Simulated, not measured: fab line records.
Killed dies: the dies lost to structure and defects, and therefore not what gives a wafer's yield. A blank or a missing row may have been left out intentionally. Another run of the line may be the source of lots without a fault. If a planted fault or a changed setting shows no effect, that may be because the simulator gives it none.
2 desks, one fault / flow n5Finfet / only its own numbers are on each desk; what lay behind them is given at the end

## TOOL OWNER'S DESK, rieMetal-02
The tool's own readings at N5_BEOL_M6_HM_OPEN_17 (chemistry Cl2/BCl3, target TiN, target depth 20 nm, overetch 6 nm): means of the sampled wafers that have a number, for each lot that ran on this tool. Any lot whose mean is over 4 standard deviations away from the usual mean is out of limits and marked OUT; that distance is given in the brackets.
Columns: A = drypumpMotorCurrentA at N5_BEOL_M6_HM_OPEN_17, usual 5.51 A; B = oesProductAu at N5_BEOL_M6_HM_OPEN_17, usual 0.66 a.u.; C = throttleValvePct at N5_BEOL_M6_HM_OPEN_17, usual 22.19 %
lot=L433; first seen here=day 9 02:46; A=5.41; B=0.58; C=22.27
lot=L440; first seen here=day 10 16:32; A=5.41; B=0.79; C=22.20
lot=L441; first seen here=day 10 20:43; A=5.35; B=0.76; C=22.25
lot=L453; first seen here=day 14 21:43; A=5.45; B=0.73; C=22.21
This desk's finding: nothing out of limits on any of the 4 lots.

## THE DEFECT DESK
What the inspections along the route counted, lot by lot: means of the sampled wafers that have a number. Any lot whose mean is over 4 standard deviations away from the usual mean is out of limits and marked OUT; that distance is given in the brackets.
Columns: A = rawDefectCount at N5_BEOL_M6_INSPECT_30, usual 410
lot=L433; first seen here=day 9 03:24; A=470
lot=L434; first seen here=day 9 11:58; A=545
lot=L440; first seen here=day 10 18:07; A=1785 (+15) OUT
lot=L441; first seen here=day 10 21:34; A=2000 (+18) OUT
lot=L444; first seen here=day 11 17:46; A=548
lot=L445; first seen here=day 13 00:33; A=534
lot=L447; first seen here=day 13 00:56; A=355
lot=L448; first seen here=day 13 06:27; A=446
lot=L452; first seen here=day 14 16:26; A=395
lot=L453; first seen here=day 15 00:08; A=483
This desk's verdict: out of limits on L440, L441, starting with L440 at day 10 18:07 (rawDefectCount at N5_BEOL_M6_INSPECT_30). Within limits: L433, L434, L444, L445, L447, L448, L452, L453.

## PUT TOGETHER
The defect desk could have raised an alarm at day 10 18:07, on L440, L441.
Nothing out of limits was seen by the tool owner's desk.
The tool owner's desk has L440, L441 on record, within its limits.
Of the lots named, all ran N5_BEOL_M6_HM_OPEN_17 on rieMetal-02.

## WHAT WAS PUT IN BY THE SIMULATOR
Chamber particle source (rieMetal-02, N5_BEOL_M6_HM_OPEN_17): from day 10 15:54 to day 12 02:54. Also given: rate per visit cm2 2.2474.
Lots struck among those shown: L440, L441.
Hours from the fault's start to each desk's first reading out of limits: the defect desk, 2.
